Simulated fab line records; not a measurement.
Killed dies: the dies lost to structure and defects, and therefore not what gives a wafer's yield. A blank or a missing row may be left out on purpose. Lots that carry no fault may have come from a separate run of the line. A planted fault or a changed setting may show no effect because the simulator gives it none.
fab line records	flow n5_finfet
record: lots: 9	wafers: 27	last_day: 19
route steps=1938 shown SDB@373 DUMMY_REMOVAL@381 HKMG_FIN@402 BEOL_M4@1111 PASSIVATION@1936
lots that met no fault: from a run of the same line without faults
start_h: hours from the record's first day to the start of the lot's first wafer shown	wait_h: hours elapsed since this lot's preceding step	" identical to the entry in the row above	L1.1+2: one row covering several wafers at once	- no value, or no start was given	* or withheld: withheld	< > ~ a bound
route shown NAME@n: names a module that has steps shown in the file, with the first one's number in the route	usual: average and standard deviation across the fault-free wafers	same: alike in all rows	chamber/n: place in a boat	sites: readings site by site	_std_site: their standard deviation	_edge_site: outer sites' mean less inner sites'	radius_mm: how far each site lies from the wafer's centre	mask NAME#n: copy n	behind: the tool/chamber that last shaped the wafer	hold: reason for holding the lot/hours on hold/outcome of the hold	device: names the non-switching transistor (n, p or np)	end of line: the same wafers' tests at the end of the route	step lacking rows: just its recipe	killed: not the wafer's yield, but the dies lost to structure and defects at the first sort	map: shows each die of a wafer: x if killed, . if not, _ if none is there
set.NAME: the setting that was run; set.NAME@STEP: the one run at that earlier step	model.NAME: the simulator's own value behind a step, which no gauge read
route steps across a sampled set of lots; one table per step, one row per wafer
services: the hour from which a tool's chamber was out of use, counted from the record's first day as start_h (under 0 if before that day), plus the number of hours and why
== steps ==
step: N5_SDB_ALD_29
recipe: material: SiNx	target_thk_a: 300	temp_c: 400	ald_precursor_family: SiH2I2	ald_co_reactant: N2/H2-plasma	pulse_time_s: 1	ald_cycles: 600	purge_time_s: 2	co_reactant_purge_time_s: 2	pressure_torr: 2
usual: heater_power_w: 824/82	precursor_pulse_height_rel: 1.001/0.02
same: co_reactant_purge_time_s: 2
lot.wafer	tool	chamber	start_h	wait_h	heater_power_w	precursor_pulse_height_rel
L647.1	ald_sin-01	1	90.23	0.5	765	1.008
L647.3	"	1	91.58	1.8	787	0.973
L647.5	"	2	92.93	3.2	872	1.040
L651.2	ald_sin-01	2	113.79	0.4	848	0.997
L651.3	"	3	"	"	873	1.026
L651.4	"	0	"	"	925	0.969
L657.2	ald_sin-02	2	155.82	0.4	902	1.024
L657.3	"	3	"	"	721	0.982
L657.5	"	0	157.17	1.7	900	1.000
L658.3	ald_sin-03	1	159.78	0.0	741	0.987
L658.5	"	1	161.13	1.4	739	1.032
L658.6	"	2	"	"	668	0.987
L660.1	ald_sin-03	2	174.05	0.0	681	0.995
L660.2	"	0	"	"	944	1.007
L660.3	"	3	"	"	825	1.001
L661.2	ald_sin-01	2	176.83	0.0	867	0.984
L661.4	"	3	"	"	888	1.017
L661.6	"	2	178.18	1.4	866	1.004
L663.3	ald_sin-02	2	192.35	0.0	936	1.008
L663.4	"	0	"	"	905	0.997
L663.5	"	0	193.71	1.4	872	0.997
L665.1	ald_sin-03	1	199.83	0.0	714	1.010
L665.4	"	0	"	"	938	1.008
L665.5	"	0	201.18	1.4	927	0.964
L666.1	ald_sin-01	2	215.68	0.9	875	1.025
L666.3	"	0	"	"	914	1.006
L666.6	"	0	217.03	2.3	919	0.987
step: N5_DUMMY_REMOVAL_INSPECT_06
recipe: inspect_instrument: brightfield	mode: aei
usual: raw_defect_count: 11/5
lot.wafer	tool	chamber	start_h	wait_h	raw_defect_count
L647.1	defect_inspect-01	-	94.87	0.0	8
L647.3	"	-	"	"	12
L647.5	"	-	"	"	8
L651.2	defect_inspect-01	-	117.38	0.0	7
L651.3	"	-	"	"	7
L651.4	"	-	"	"	15
L657.2	defect_inspect-01	-	159.43	0.0	4
L657.3	"	-	"	"	6
L657.5	"	-	"	"	8
L658.3	defect_inspect-01	-	163.06	0.0	9
L658.5	"	-	"	"	10
L658.6	"	-	"	"	10
L660.1	defect_inspect-01	-	177.37	0.0	10
L660.2	"	-	"	"	7
L660.3	"	-	"	"	7
L661.2	defect_inspect-01	-	180.35	0.0	9
L661.4	"	-	"	"	11
L661.6	"	-	"	"	8
L663.3	defect_inspect-02	-	195.81	0.0	9
L663.4	"	-	"	"	10
L663.5	"	-	"	"	5
L665.1	defect_inspect-01	-	203.11	0.0	4
L665.4	"	-	"	"	10
L665.5	"	-	"	"	9
L666.1	defect_inspect-02	-	219.08	0.0	8
L666.3	"	-	"	"	12
L666.6	"	-	"	"	10
step: N5_HKMG_FIN_ETCH_54
recipe: chemistry: CF4	target: SiARC	target_depth_a: 455	mask_material: CAR-ArF	time_s: 75.8	ion_energy_ev: 80	pressure_mtorr: 40	source_w: 545	bias_w: 36	Ar_flow_sccm: 100	cf4_flow_sccm: 100	ends: cleared
usual: drypump_motor_current_A: 5.9/0.44	etch_rf_on_time_s: 75.6/2.6	oes_product_au: 0.70/0.082	rf_vpp_V: 184.0/1.3	showerhead_plenum_p_Torr: 2.14/0.08	throttle_valve_pct: 15.61/0.27
lot.wafer	tool	chamber	start_h	wait_h	drypump_motor_current_A	etch_rf_on_time_s	oes_product_au	rf_hours_counter_h	rf_vpp_V	showerhead_plenum_p_Torr	throttle_valve_pct
L647.1	rie_diel-03	3	96.53	0.0	5.4	76.3	0.79	8	184.2	2.27	15.19
L647.3	"	0	"	"	5.6	75.4	0.62	208	182.1	2.05	15.87
L647.5	"	0	"	"	5.6	75.1	0.62	-	182.7	2.05	15.85
L651.2	rie_diel-03	2	118.79	0.0	5.1	79.9	0.62	171	184.6	2.13	15.57
L651.3	"	1	"	"	5.9	77.1	0.75	29	184.0	2.20	15.86
L651.4	"	3	"	"	5.4	76.8	0.77	-	183.9	2.26	15.22
L657.2	rie_diel-03	2	160.93	0.0	5.1	79.9	0.60	187	185.4	2.13	15.59
L657.3	"	3	"	"	5.4	76.2	0.74	34	186.1	2.26	15.26
L657.5	"	1	"	"	5.9	78.3	0.72	-	186.0	2.20	15.88
L658.3	rie_diel-03	1	164.92	0.0	5.9	78.0	0.73	47	183.0	2.19	15.87
L658.5	"	2	"	"	5.1	58.3	0.72	-	185.2	2.12	15.61
L658.6	"	3	"	"	5.4	76.5	0.74	-	187.5	2.26	15.24
L660.1	rie_diel-03	1	179.04	0.0	5.9	77.8	0.71	55	181.9	2.19	15.90
L660.2	"	2	"	"	5.1	57.6	0.73	197	182.9	2.12	15.63
L660.3	"	0	"	"	5.7	74.7	0.60	236	183.9	2.04	15.93
L661.2	rie_diel-03	3	182.49	0.0	5.4	76.0	0.71	45	186.1	2.25	15.29
L661.4	"	1	"	"	5.9	77.4	0.71	56	185.0	2.19	15.89
L661.6	"	2	"	"	5.1	57.3	0.72	-	184.5	2.12	15.63
L663.3	rie_diel-04	2	197.42	0.0	6.3	75.1	0.61	208	183.2	2.04	16.09
L663.4	"	1	"	"	6.3	73.5	0.76	46	185.7	2.19	15.62
L663.5	"	2	"	"	6.3	75.0	0.62	-	184.6	2.04	16.09
L665.1	rie_diel-02	0	205.11	0.0	6.4	76.0	0.61	197	183.3	2.05	15.80
L665.4	"	2	"	"	6.0	70.4	0.68	-	185.2	2.24	15.57
L665.5	"	0	"	"	6.3	75.7	0.61	-	182.9	2.05	15.81
L666.1	rie_diel-04	1	220.73	0.0	6.3	73.5	0.76	55	183.1	2.18	15.65
L666.3	"	2	"	"	6.4	74.3	0.61	216	184.0	2.04	16.11
L666.6	"	3	"	"	5.3	71.1	0.76	-	185.1	2.09	15.28
step: N5_HKMG_FIN_STRIP_93
recipe: chemistry: N2/H2	material: SOC	time_s: 20	power_w: 500	temp_c: 40	pressure_mtorr: 50	rf_frequency_hz: 6e+07	bias_power_w: 8	h2_frac: 0.5	n2_flow_sccm: 300	h2_flow_sccm: 300
usual: drypump_motor_current_A: 5.9/0.44	oes_product_au: 0.82/0.097	rf_vpp_V: 54.2/0.85	showerhead_plenum_p_Torr: 3.36/0.13	throttle_valve_pct: 19.0/0.38
lot.wafer	tool	chamber	start_h	wait_h	drypump_motor_current_A	oes_product_au	rf_hours_counter_h	rf_vpp_V	showerhead_plenum_p_Torr	throttle_valve_pct
L647.1	rie_diel-03	3	97.22	0.2	5.4	0.92	9	56.0	3.58	18.7
L647.3	"	0	"	"	5.7	0.72	208	54.7	3.18	19.2
L647.5	"	0	"	"	5.7	0.72	-	53.4	3.18	19.3
L651.2	rie_diel-03	2	119.48	0.2	5.1	0.72	171	55.2	3.37	19.7
L651.3	"	1	"	"	5.9	0.88	30	54.0	3.40	18.8
L651.4	"	3	"	"	5.4	0.89	-	56.8	3.58	18.7
L657.2	rie_diel-03	2	161.62	0.2	5.1	0.70	187	53.7	3.36	19.7
L657.3	"	3	"	"	5.5	0.85	35	54.4	3.57	18.7
L657.5	"	1	"	"	5.9	0.86	-	54.1	3.40	18.8
L658.3	rie_diel-03	1	165.61	0.2	5.9	0.85	48	54.9	3.39	18.8
L658.5	"	2	"	"	5.1	0.70	-	54.4	3.36	19.7
L658.6	"	3	"	"	5.4	0.86	-	53.9	3.57	18.8
L660.1	rie_diel-03	1	179.73	0.2	5.9	0.83	55	53.9	3.39	18.9
L660.2	"	2	"	"	5.1	0.69	198	54.7	3.36	19.7
L660.3	"	0	"	"	5.7	0.70	237	54.1	3.16	19.3
L661.2	rie_diel-03	3	183.19	0.2	5.4	0.84	46	56.3	3.56	18.8
L661.4	"	1	"	"	5.9	0.82	57	54.5	3.39	18.9
L661.6	"	2	"	"	5.1	0.69	-	53.0	3.35	19.7
L663.3	rie_diel-04	2	198.11	0.2	6.3	0.71	209	54.2	3.19	19.2
L663.4	"	1	"	"	6.3	0.89	47	55.9	3.41	18.8
L663.5	"	2	"	"	6.3	0.71	-	54.7	3.19	19.2
L665.1	rie_diel-02	0	205.81	0.2	6.4	0.71	198	54.0	3.21	19.4
L665.4	"	2	"	"	6.0	0.80	-	55.0	3.49	18.9
L665.5	"	0	"	"	6.4	0.71	-	54.0	3.21	19.4
L666.1	rie_diel-04	1	221.42	0.2	6.3	0.89	55	54.6	3.41	18.8
L666.3	"	2	"	"	6.3	0.70	217	53.5	3.18	19.2
L666.6	"	3	"	"	5.3	0.89	-	53.7	3.27	18.3
step: N5_BEOL_M4_RC_MEAS_101
usual: DIBL_N: 36.3/1.9	DIBL_P: 36.0/2.1	IOFF_N: 0.16/0.031	IOFF_P: 0.21/0.035	ION_N: 675/14	ION_P: 464/8.5	SS_N: 71.5/0.6	SS_P: 73.3/0.72	VT_N: 250/3.2	VT_P: -250/3.1
lot.wafer	tool	chamber	start_h	wait_h	DIBL_N[mV/V]	DIBL_P[mV/V]	IOFF_N[nA/um]	IOFF_P[nA/um]	ION_N[uA/um]	ION_P[uA/um]	SS_N[mV/dec]	SS_P[mV/dec]	VT_N[mV]	VT_P[mV]
L647.1	prober-02	0	186.04	0.0	36.8	36.4	0.15	0.20	654	452	72.1	73.0	254	-254
L647.3	"	0	"	"	35.1	34.4	0.13	0.18	664	455	70.7	72.6	253	-253
L647.5	"	0	"	"	34.9	34.6	0.13	0.18	668	459	71.4	73.1	253	-253
L651.2	prober-01	0	202.23	0.2	33.6	31.7	0.10	0.16	667	464	70.8	71.8	257	-254
L651.3	"	0	"	"	36.4	35.0	0.14	0.21	675	462	72.4	72.9	252	-248
L651.4	"	0	"	"	35.0	34.1	0.12	0.20	663	462	70.9	72.1	255	-249
L657.2	prober-01	0	285.25	0.2	37.7	35.8	0.17	0.22	691	473	72.6	73.5	248	-246
L657.3	"	0	"	"	36.4	34.5	0.15	0.19	675	462	72.1	72.9	250	-251
L657.5	"	0	"	"	37.2	34.4	0.16	0.19	676	460	72.3	72.9	251	-251
L663.3	prober-01	0	289.68	0.3	35.2	36.5	0.14	0.17	678	458	70.4	72.9	248	-257
L663.4	"	0	"	"	35.7	36.8	0.16	0.18	681	457	71.7	73.2	248	-254
L663.5	"	0	"	"	37.2	39.7	0.19	0.22	698	471	72.5	73.5	246	-250
L658.3	prober-01	0	302.67	0.3	33.1	32.6	0.11	0.14	665	450	69.9	72.3	255	-255
L658.5	"	0	"	"	37.4	37.9	0.17	0.21	680	470	71.8	73.6	253	-252
L658.6	"	0	"	"	33.9	34.1	0.12	0.15	664	453	70.9	72.7	254	-255
L661.2	prober-02	0	307.71	0.2	37.5	35.8	0.16	0.21	694	471	71.5	74.1	249	-249
L661.4	"	0	"	"	39.9	38.6	0.21	0.25	683	462	72.6	74.0	245	-247
L661.6	"	0	"	"	40.5	39.5	0.24	0.27	715	481	72.2	74.0	244	-245
L660.1	prober-01	0	313.40	0.0	38.9	37.9	0.18	0.24	673	462	71.4	74.0	248	-249
L660.2	"	0	"	"	36.9	34.5	0.15	0.19	673	456	71.2	73.6	249	-252
L660.3	"	0	"	"	37.8	36.4	0.15	0.22	648	451	72.2	74.2	253	-252
L665.1	prober-02	0	324.58	0.0	35.8	36.4	0.15	0.23	676	469	72.4	73.1	251	-249
L665.4	"	0	"	"	34.3	34.6	0.13	0.19	673	465	71.7	72.1	253	-250
L665.5	"	0	"	"	36.3	36.0	0.15	0.21	676	465	72.0	72.5	251	-249
L666.1	prober-01	0	340.67	0.0	36.2	36.7	0.15	0.21	668	460	71.1	73.1	250	-249
L666.3	"	0	"	"	36.5	36.7	0.15	0.21	668	458	70.7	73.2	251	-248
L666.6	"	0	"	"	36.9	37.3	0.16	0.21	665	457	71.4	74.1	251	-250
step: N5_PASSIVATION_PROBE_49
usual: defect_limited_yield: 91.0/1.5	killed_at_M0_to_M3: 32/9.6	killed_at_M4_up: 13/4.7	killed_at_contacts: 13/7.2	killed_at_front_end: 44/13	killed_at_other: 4/3.4	killed_dies: 106/18	killed_open: 70/13	killed_short: 35/8	sort_bin_5_function: 5.3/0.97	sort_bin_6_memory: 3.4/0.73	sort_n_pass: 1074/18	sort_yield_pct: 91.0/1.5
same: gross_dies: 1180	killed_at_back_side: 0	sort_bin_4_leakage[%]: 0	sort_bin_8_speed[%]: 0
lot.wafer	tool	chamber	start_h	wait_h	defect_limited_yield[%]	killed_at_M0_to_M3	killed_at_M4_up	killed_at_contacts	killed_at_front_end	killed_at_other	killed_dies	killed_open	killed_short	sort_bin_5_function[%]	sort_bin_6_memory[%]	sort_n_pass	sort_yield_pct[%]
L651.2	prober-02	-	278.65	0.1	91.2	28	9	24	39	4	104	73	31	5.3	3.2	1076	91.2
L651.3	prober-02	-	278.70	0.1	91.7	29	4	14	49	2	98	68	25	4.3	3.4	1082	91.7
L651.4	prober-02	-	278.75	0.2	92.4	27	7	11	38	7	90	67	23	5.1	2.3	1090	92.4
killed by level:class
L651.2 MOL_CONTACT_COAG:geometric_particle:open=18 FIN_SAQP:geometric_particle:open=8 BEOL_M0_SAQP:geometric_particle:open=7 BEOL_M0_SAQP:geometric_particle:short=7 MOL_CONTACT_COAG:geometric_particle:short=6 BEOL_M1:geometric_particle:open=6 STARTING-WAFER:geometric_particle:short=5 FIN_SAQP:geometric_particle:short=4
L651.3 FIN_SAQP:geometric_particle:open=12 BEOL_M0_SAQP:geometric_particle:open=12 MOL_CONTACT_COAG:geometric_particle:open=11 DUMMY_GATE:geometric_particle:open=6 BEOL_M0_SAQP:geometric_particle:short=5 HKMG_FIN:area_etch=5 FIN_SAQP:geometric_particle:short=4 STI_FIN_REVEAL:geometric_particle:open=4
L651.4 STI_FIN_REVEAL:geometric_particle:open=10 MOL_CONTACT_COAG:geometric_particle:open=7 BEOL_M2:geometric_particle:open=7 BEOL_M1:geometric_particle:open=7 DUMMY_GATE:geometric_particle:open=4 MOL_CONTACT_COAG:geometric_particle:short=4 BEOL_M3:geometric_particle:open=4 STARTING-WAFER:geometric_particle:open=4
== services ==
tool	chamber	start_h	hours	kind
ald_sin-01	3	77.88	15.3	repair
ald_sin-01	2	78.13	2.4	repair
rie_diel-04	0	82.80	-	clean
rie_diel-04	0	82.80	-	consumable_replace:focus_ring
rie_diel-04	0	82.80	22.1	scheduled_down
rie_diel-04	0	82.80	22.1	vent_cycle
ald_sin-03	-	85.52	14.0	pm
ald_sin-03	0	85.52	14.0	vent_cycle
ald_sin-03	1	85.52	31.7	vent_cycle
rie_diel-04	1	98.25	7.9	repair
rie_diel-04	-	101.94	0.2	repair
rie_diel-03	2	103.38	6.4	repair
rie_diel-03	0	107.48	11.9	repair
rie_diel-04	0	111.02	1.2	repair
ald_sin-03	-	111.24	6.0	pm
rie_diel-04	-	153.03	28.1	pm
ald_sin-03	-	157.30	0.3	repair
ald_sin-02	1	160.35	15.6	repair
rie_diel-02	1	162.01	21.4	repair
ald_sin-02	-	176.75	14.0	pm
rie_diel-02	3	179.16	26.0	repair
rie_diel-04	-	181.13	14.6	pm
ald_sin-01	3	204.32	16.5	repair
ald_sin-03	3	213.18	5.4	repair
== key ==
first_sign: step: N5_HKMG_FIN_ETCH_54	reading: etch_rf_on_time_s	direction: down	sigmas: 7	usual: *	struck: *
effect none on later readings
met_at N5_HKMG_FIN_ETCH_54
struck_lots L658,L660,L661
struck_wafers L658.5,L660.2,L661.6
not_acting_at N5_SDB_ALD_29,N5_DUMMY_REMOVAL_INSPECT_06,N5_HKMG_FIN_STRIP_93
onset_between 160.93 164.92
fault: kind: process_parameter_drift	tool: rie_diel-03	chamber: 2	onset_h: 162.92	steps: N5_HKMG_FIN_ETCH_54	channel: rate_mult	offset: 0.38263	shape: step	end_h: 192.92
